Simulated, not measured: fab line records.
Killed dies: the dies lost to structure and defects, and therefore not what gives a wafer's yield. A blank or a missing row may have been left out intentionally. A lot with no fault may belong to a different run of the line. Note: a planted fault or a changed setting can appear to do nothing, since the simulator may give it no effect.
One fault through the eyes of 3 desks + flow n5Finfet + every desk sees just its own numbers, and what lay behind them comes last

## METROLOGY DESK
What the gauges read for every lot (on any tool): the sampled wafers with a number, averaged. Marked OUT: a lot whose mean sits more than 4 standard deviations from the usual mean, which makes it out of limits; the brackets give that distance. Of its 14 readings 7 are shown: those that lie furthest out on some lot.
Columns: A = M1_RS at N5_BEOL_M1_RS_MEAS_58, usual 0.66 ohm/sq; B = DIBL_N at N5_BEOL_M4_RC_MEAS_101, usual 35.9 mV/V; C = DIBL_P at N5_BEOL_M4_RC_MEAS_101, usual 35.9 mV/V; D = ION_P at N5_BEOL_M4_RC_MEAS_101, usual 461 uA/um; E = SS_N at N5_BEOL_M4_RC_MEAS_101, usual 71.4 mV/dec; F = SS_P at N5_BEOL_M4_RC_MEAS_101, usual 73.2 mV/dec; G = VT_P at N5_BEOL_M4_RC_MEAS_101, usual -250 mV
| lot  | first seen here | A    | B    | C    | D   | E    | F    | G    |
|------|-----------------|------|------|------|-----|------|------|------|
| L588 | day 7 19:18     | 0.62 | 36.8 | 36.3 | 460 | 71.3 | 73.5 | -249 |
| L589 | day 7 22:50     | 0.67 | 34.3 | 34.9 | 458 | 71.1 | 72.9 | -254 |
| L592 | day 8 11:26     | 0.64 | 36.1 | 35.4 | 468 | 71.1 | 73.2 | -247 |
| L594 | day 8 16:13     | 0.65 | 35.6 | 34.7 | 459 | 71.2 | 72.7 | -251 |
| L601 | day 10 18:01    | 0.65 | 36.2 | 34.4 | 452 | 72.0 | 73.0 | -252 |
| L608 | day 12 11:35    | 0.69 | 37.7 | 38.9 | 460 | 71.9 | 74.1 | -251 |
Result from this desk: across the 6 lots, nothing is out of limits.

## THE TOOL OWNER'S DESK: lithoTrack-04
The tool's own readings at N5_BEOL_M2_COAT_05 (resist thk 30 nm): means of the sampled wafers that have a number, for each lot that ran on this tool. Marked OUT: a lot whose mean sits more than 4 standard deviations from the usual mean, which makes it out of limits; the brackets give that distance.
Columns: A = spinSpeedRpm at N5_BEOL_M2_COAT_05, usual 1500.1 rpm
| lot  | first seen here | A                        |
|------|-----------------|--------------------------|
| L589 | day 8 01:13     | 1500.3                   |
| L592 | day 8 12:05     | 1339.2 (-99 or more) OUT |
| L594 | day 8 17:24     | 1339.6 (-99 or more) OUT |
Finding of this desk: L592, L594 out of limits; the first was L592 at day 8 12:05, on spinSpeedRpm at N5_BEOL_M2_COAT_05. In limits: L589.

## THE DEFECT DESK
Inspection counts along the route, by lot: the mean over sampled wafers that carry a number. Marked OUT: a lot whose mean sits more than 4 standard deviations from the usual mean, which makes it out of limits; the brackets give that distance.
Columns: A = rawDefectCount at N5_BEOL_M1_INSPECT_59, usual 70; B = rawDefectCount at N5_BEOL_M2_INSPECT_13, usual 381
| lot  | first seen here | A   | B   |
|------|-----------------|-----|-----|
| L588 | day 7 19:19     | 114 | 627 |
| L589 | day 7 22:52     | 57  | 316 |
| L592 | day 8 11:28     | 59  | 341 |
| L594 | day 8 16:14     | 40  | 474 |
| L601 | day 10 18:02    | 73  | 276 |
| L608 | day 12 11:37    | 28  | 387 |
Result from this desk: across the 6 lots, nothing is out of limits.

## PUT TOGETHER
At day 8 12:05, on L592, L594, the tool owner's desk was in a position to raise an alarm.
Metrology desk: nothing out of limits seen.
The defect desk saw nothing out of limits.
The metrology desk holds a record of L592, L594, inside its limits.
The defect desk has L592, L594 on record, within its limits.
N5_BEOL_M2_COAT_05 was run on lithoTrack-04 by each of the lots named.

## WHAT HAD BEEN PUT IN BY THE SIMULATOR
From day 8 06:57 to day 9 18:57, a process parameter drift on lithoTrack-04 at N5_BEOL_M2_COAT_05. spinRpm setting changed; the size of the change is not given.
Lots struck among those shown: L592, L594.
Time in hours from fault onset to the first out-of-limits reading at each desk: the tool owner's desk, 5.
